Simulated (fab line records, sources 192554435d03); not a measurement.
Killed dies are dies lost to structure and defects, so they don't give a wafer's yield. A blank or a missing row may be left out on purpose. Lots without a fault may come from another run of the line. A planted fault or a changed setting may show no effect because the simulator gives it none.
A struck lot beside a sound one | flow n5_finfet | 15 steps out of a route of 1938
Sound: wafers L637.1, L637.3, L637.4. Struck: wafers L633.1, L633.4, L633.5. The cause comes at the end.
At each step with rows: each side's tool, then ch and its chambers, then its first start. Under that, the readings that differ: sound wafers | struck wafers | difference of the means | sigmas: that difference in standard deviations of wafers without a fault.
alike: readings whose means differ by less than 2 such deviations, and words and numbers that are the same on both sides. not compared: withheld readings, readings that some wafer has no value for, bounds like >300 that may hide the same value, and numbers for which the record gives no deviation and whose values overlap.
The two part at a step that has a row with sigmas, a row that says differs or no value, or rows on one side only. Numbers that don't overlap but have no deviation are shown without sigmas and don't part them. A reading that every wafer of one side lacks parts them only if that side has two wafers or more.

N5_PMOS_HMC_CHANNEL_EPI_HM_DEP_34: deposits SiO2 from TEOS/O2, target thk 36 nm, time 6.9 s.
  sound on pecvd-01 ch 0,1, day 3 22:59; struck on pecvd-04 ch 1,2, day 2 23:42
  alike: heater_power_w, showerhead_plenum_p_Torr, throttle_valve_pct
then, 7 steps without rows for these wafers: N5_PMOS_HMC_CHANNEL_EPI_COAT_31 (time 60 s, resist thk 66 nm); N5_PMOS_HMC_CHANNEL_EPI_COAT_03 (resist thk 205 nm); N5_PMOS_HMC_CHANNEL_EPI_EBR_05; N5_PMOS_HMC_CHANNEL_EPI_SOFTBAKE_04 (time 60 s); N5_PMOS_HMC_CHANNEL_EPI_EXPOSE_06 (exposes mask PMOS HMC BLK, target cd 240 nm); N5_PMOS_HMC_CHANNEL_EPI_PEB_07 (peb time 60 s); N5_PMOS_HMC_CHANNEL_EPI_DEVELOP_08 (develop time 30 s).
N5_PMOS_HMC_CHANNEL_EPI_CD_MEAS_09: target cd 237.4 nm.
  sound on cd_sem-02 ch 0, day 3 23:24; struck on cd_sem-03 ch 0, day 3 00:08
  alike: cd_nm
N5_PMOS_HMC_CHANNEL_EPI_OVL_MEAS_10:
  sound on overlay-01 ch 0, day 3 23:26; struck on overlay-01 ch 0, day 3 00:10
  alike: PMOS_HMC_BLK_OVL
N5_PMOS_HMC_CHANNEL_EPI_INSPECT_11: inspects for defects (macro).
  sound on defect_inspect-02, day 3 23:28; struck on defect_inspect-01, day 3 00:11
  alike: raw_defect_count
N5_PMOS_HMC_CHANNEL_EPI_DESCUM_14: chemistry O2, time 7.9 s.
  sound on rie_diel-02 ch 1,2,3, day 3 23:29; struck on rie_diel-06 ch 0,2, day 3 00:58
  alike: drypump_motor_current_A, o2_flow_sccm, oes_product_au, rf_vpp_V, showerhead_plenum_p_Torr, throttle_valve_pct
  not compared: rf_hours_counter_h
N5_PMOS_HMC_CHANNEL_EPI_ETCH_32: etches BARC in N2/H2, stops on SiO2, target depth 85.8 nm, time 50.3 s.
  sound on rie_diel-02 ch 1,2,3, day 3 23:32; struck on rie_diel-06 ch 0,2, day 3 01:00
  reading                                                         | sound             | struck            | difference | sigmas
  bias_w (W)                                                      | 149.8 150.2 150.1 | 242.7 242.7 241.8 | +92.4      | +99 or more
  rf_vpp_V (V)                                                    | 522.0 524.6 522.5 | 707.4 707.1 707.9 | +184.4     | +84
  model.CAR-ArF-block_of_PMOS_HMC_CHANNEL_EPI_COAT_03.thk_nm (nm) | 131.6 135.2 135.5 | 129 129.3 119.4   | -8         |
  alike: drypump_motor_current_A, oes_product_au, showerhead_plenum_p_Torr, throttle_valve_pct
  not compared: rf_hours_counter_h
N5_PMOS_HMC_CHANNEL_EPI_HM_OPEN_15: chemistry CHF3/O2, target SiO2, target depth 40.6 nm, time 20.3 s.
  sound on rie_diel-02 ch 1,2,3, day 3 23:34; struck on rie_diel-06 ch 0,2, day 3 01:02
  alike: drypump_motor_current_A, oes_product_au, rf_vpp_V, showerhead_plenum_p_Torr, throttle_valve_pct
  not compared: rf_hours_counter_h, model.CAR-ArF-block_of_PMOS_HMC_CHANNEL_EPI_COAT_03.thk_nm
N5_PMOS_HMC_CHANNEL_EPI_STRIP_33: strips in N2/H2.
  sound on rie_diel-02 ch 1,2,3, day 3 23:38; struck on rie_diel-06 ch 0,2, day 3 01:06
  alike: drypump_motor_current_A, oes_product_au, power_w, rf_vpp_V, showerhead_plenum_p_Torr, throttle_valve_pct
  not compared: rf_hours_counter_h

WHERE THEY PART
Only at N5_PMOS_HMC_CHANNEL_EPI_ETCH_32, within this record. Later steps at which nothing parts them and some readings are alike: N5_PMOS_HMC_CHANNEL_EPI_HM_OPEN_15, N5_PMOS_HMC_CHANNEL_EPI_STRIP_33.

WHY: what the simulator had put in
Process parameter drift: rie_diel-06, from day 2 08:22 on, at N5_PMOS_HMC_CHANNEL_EPI_ETCH_32. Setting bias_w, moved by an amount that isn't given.
